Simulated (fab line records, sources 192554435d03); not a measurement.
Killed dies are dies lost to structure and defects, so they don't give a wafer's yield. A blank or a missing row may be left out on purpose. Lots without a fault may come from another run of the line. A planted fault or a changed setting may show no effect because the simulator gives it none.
Chamber matching | flow n5_finfet | N5_BEOL_M2_ILD_DEP_00 on pecvd-01: 3 sister chambers
The step deposits SiOC from DEMS/O2, target thk 79 nm, time 15.3 s. 20 wafers are shown with their chamber, then 10 later ones without.

WAFERS WITH THEIR CHAMBER
wafer  | chamber | throttle_valve_pct (%) | showerhead_plenum_p_Torr (Torr) | heater_power_outer_w (W)
L075.1 | 2       | 11.8                   | 5.723                           | 247
L075.3 | 1       | 14.1                   | 5.679                           | 314
L075.4 | 1       | 14.1                   | 5.682                           | 308
L077.1 | 0       | 11.8                   | 5.670                           | 199
L077.3 | 1       | 14.0                   | 5.680                           | 272
L077.6 | 0       | 11.5                   | 5.669                           | 209
L078.2 | 0       | 11.7                   | 5.665                           | 257
L078.4 | 0       | 11.8                   | 5.664                           | 256
L078.5 | 1       | 14.1                   | 5.682                           | 268
L081.1 | 1       | 14.1                   | 5.692                           | 269
L081.4 | 1       | 14.1                   | 5.683                           | 272
L081.5 | 2       | 11.6                   | 5.724                           | 218
L084.2 | 0       | 11.3                   | 5.681                           | 233
L084.3 | 1       | 13.8                   | 5.669                           | 294
L084.5 | 1       | 14.1                   | 5.675                           | 294
L091.3 | 2       | 12.1                   | 5.727                           | 258
L091.4 | 1       | 13.7                   | 5.674                           | 309
L091.6 | 2       | 12.0                   | 5.700                           | 256
L092.3 | 1       | 13.7                   | 5.684                           | 320
L092.4 | 1       | 14.2                   | 5.674                           | 236

SIGNATURES (means of the wafers above)
reading                  | chamber 0 | chamber 1 | chamber 2 | scatter within a chamber
throttle_valve_pct       | 11.620    | 14.000    | 11.875    | 0.196
showerhead_plenum_p_Torr | 5.66980   | 5.67945   | 5.71850   | 0.00782
heater_power_outer_w     | 230.80    | 286.91    | 244.75    | 24.7
Rule: a wafer's distance from a chamber is the root of the sum, over the readings, of the square of ((its reading less the chamber's mean) divided by the reading's scatter). The wafer belongs to the nearest chamber; if the next one is less than 2 further off, it can't be placed. The scatter: the root of (the sum of the squares of (reading less its chamber's mean) over the shown wafers, divided by (wafers less chambers)).

WAFERS WITHOUT THEIR CHAMBER
wafer  | throttle_valve_pct (%) | showerhead_plenum_p_Torr (Torr) | heater_power_outer_w (W)
L092.6 | 11.6                   | 5.666                           | 200
L093.3 | 11.7                   | 5.724                           | 282
L093.4 | 12.0                   | 5.709                           | 274
L093.6 | 13.9                   | 5.686                           | 259
L096.1 | 11.8                   | 5.682                           | 223
L096.5 | 11.8                   | 5.686                           | 226
L096.6 | 14.0                   | 5.676                           | 258
L097.1 | 13.9                   | 5.669                           | 278
L097.2 | 11.7                   | 5.682                           | 254
L097.3 | 12.0                   | 5.722                           | 283

WHICH CHAMBER EACH WENT THROUGH
wafer  | from the rows above     | in truth
L092.6 | 0                       | 0
L093.3 | 2                       | 2
L093.4 | 2                       | 2
L093.6 | 1                       | 1
L096.1 | 0                       | 0
L096.5 | can't be placed: 0 or 2 | 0
L096.6 | 1                       | 1
L097.1 | 1                       | 1
L097.2 | 0                       | 0
L097.3 | 2                       | 2
Placed correctly: 9 of 10. Can't be placed from these rows: 1 (the true chamber is among the candidates in 1). Placed wrongly: 0.
